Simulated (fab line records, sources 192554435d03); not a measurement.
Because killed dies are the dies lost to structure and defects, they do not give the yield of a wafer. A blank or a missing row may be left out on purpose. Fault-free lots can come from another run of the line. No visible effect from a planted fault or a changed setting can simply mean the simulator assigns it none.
Split-lot experiment | flow n5-finfet | 7 lots, 39 wafers read, on a route of 1938 steps

THE SPLIT
At N5_SD_EPI_P_EPI_21 (deposits SiGe:B, time 355 s), the setting time-s was moved away from the recipe's 355 s on 18 of the 39 wafers read, by -39.4% to +52.5%. All remaining wafers had this setting at the recipe value.

The reading is taken at the split's own step.

THE READING
SiGe-B_of_SD_EPI_P_EPI_21.thk-nm (the simulator's own value, which no gauge read), in nm, at N5_SD_EPI_P_EPI_21 (deposits SiGe:B, time 355 s). The file does not state a usual value for it. Across the 21 wafers here that went through the recipe, the average is 61.1 nm and the standard deviation 0.72 nm.

wafer  | tool, chamber at the split | time-s as run, s | against the recipe | SiGe-B_of_SD_EPI_P_EPI_21.thk-nm, nm | against lot-mates on the recipe
L077.1 | epi-rpcvd-01, 0            | 215.2            | -39.4%             | 39.2                                 | -20.9
L077.2 | epi-rpcvd-01, 0            | 355              | recipe             | 59.4                                 | -
L077.3 | epi-rpcvd-01, 0            | 355              | recipe             | 60.6                                 | -
L077.4 | epi-rpcvd-01, 0            | 355              | recipe             | 60.2                                 | -
L077.5 | epi-rpcvd-01, 0            | 215.2            | -39.4%             | 39                                   | -21.1
L077.6 | epi-rpcvd-01, 0            | 215.2            | -39.4%             | 39                                   | -21.1
L080.1 | epi-rpcvd-02, 0            | 475.1            | +33.8%             | 74.6                                 | +13.3
L080.2 | epi-rpcvd-02, 0            | 475.1            | +33.8%             | 74.6                                 | +13.3
L080.3 | epi-rpcvd-02, 0            | 355              | recipe             | 61.8                                 | -
L080.4 | epi-rpcvd-02, 0            | 475.1            | +33.8%             | 74.4                                 | +13.1
L080.5 | epi-rpcvd-02, 0            | 355              | recipe             | 61                                   | -
L080.6 | epi-rpcvd-02, 0            | 355              | recipe             | 61                                   | -
L082.1 | epi-rpcvd-02, 0            | 355              | recipe             | 61.8                                 | -
L082.2 | epi-rpcvd-02, 0            | 253.7            | -28.5%             | 48                                   | -13.9
L082.3 | epi-rpcvd-02, 0            | 253.7            | -28.5%             | 47.6                                 | -14.3
L082.4 | epi-rpcvd-02, 0            | 253.7            | -28.5%             | 47.2                                 | -14.7
L082.5 | epi-rpcvd-02, 0            | 355              | recipe             | 61.4                                 | -
L082.6 | epi-rpcvd-02, 0            | 355              | recipe             | 62.4                                 | -
L084.3 | epi-rpcvd-02, 0            | 355              | recipe             | 61.8                                 | -
L084.4 | epi-rpcvd-02, 0            | 355              | recipe             | 62                                   | -
L084.6 | epi-rpcvd-02, 0            | 355              | recipe             | 61.4                                 | -
L088.1 | epi-rpcvd-04, 0            | 456.2            | +28.5%             | 72.6                                 | +11.5
L088.2 | epi-rpcvd-04, 0            | 456.2            | +28.5%             | 73                                   | +11.9
L088.3 | epi-rpcvd-04, 0            | 355              | recipe             | 61.2                                 | -
L088.4 | epi-rpcvd-04, 0            | 355              | recipe             | 61.2                                 | -
L088.5 | epi-rpcvd-04, 0            | 355              | recipe             | 60.8                                 | -
L088.6 | epi-rpcvd-04, 0            | 456.2            | +28.5%             | 72.2                                 | +11.1
L089.1 | epi-rpcvd-04, 0            | 489.1            | +37.8%             | 74.4                                 | +14.1
L089.2 | epi-rpcvd-04, 0            | 355              | recipe             | 60.6                                 | -
L089.3 | epi-rpcvd-04, 0            | 489.1            | +37.8%             | 74                                   | +13.7
L089.4 | epi-rpcvd-04, 0            | 355              | recipe             | 60.2                                 | -
L089.5 | epi-rpcvd-04, 0            | 355              | recipe             | 60                                   | -
L089.6 | epi-rpcvd-04, 0            | 489.1            | +37.8%             | 73.8                                 | +13.5
L095.1 | epi-rpcvd-02, 0            | 355              | recipe             | 60.8                                 | -
L095.2 | epi-rpcvd-02, 0            | 541.2            | +52.5%             | 80.6                                 | +19.4
L095.3 | epi-rpcvd-02, 0            | 541.2            | +52.5%             | 81.2                                 | +20.0
L095.4 | epi-rpcvd-02, 0            | 355              | recipe             | 61.4                                 | -
L095.5 | epi-rpcvd-02, 0            | 355              | recipe             | 61.4                                 | -
L095.6 | epi-rpcvd-02, 0            | 541.2            | +52.5%             | 82                                   | +20.8

THE FIT
A straight line over all 39 wafers: SiGe-B_of_SD_EPI_P_EPI_21.thk-nm changes by +0.432 nm for each +1% of time-s; r = +0.99; the points scatter about the line by 1.7 nm.
The same after taking each lot's own level away (the mean of its wafers on the recipe; 39 wafers): +0.432 nm for each +1%; r = +0.99; scatter 1.4 nm.
According to that fit, moving time-s by its largest amount changes the reading by 23 nm.
The span of the lots' own levels, 60.07 to 61.87 nm, comes to 2.5 times the standard deviation stated above.
Hence the lot-to-lot level has little effect on the slope; both slopes agree.
Check: with one of the wafers moved furthest among these (+52.5%) left out of the fit, the line predicts +21.9 nm for it against its lot-mates. It came out at +19.4 nm against them.

THE WHOLE CHAIN: every reading that the file lists as answering this split, in the file's order
step                        | what it does                 | reading                                                                           | change (the file's fit)                                                           | r (the file's)
N5_SD_EPI_P_EPI_21          | deposits SiGe:B, time 355 s  | SiGe-B_of_SD_EPI_P_EPI_21.thk-nm (the simulator's own value, which no gauge read) | +0.422 nm for each +1% of the setting                                             | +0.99
N5_SD_EPI_P_EPI_MEAS_23     |                              | thk-nm                                                                            | withheld for each +1% of the setting                                              | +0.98
N5_SD_ACTIVATION_RS_MEAS_03 | measures by four-point-probe | RS_SD_P                                                                           | not straight: 86.2 at the lowest setting, 55.7 at the recipe, 42.2 at the highest | not given

FILE'S OWN FIT
SiGe-B_of_SD_EPI_P_EPI_21.thk-nm changes by +0.422 nm for each +1% of time-s, r = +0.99.
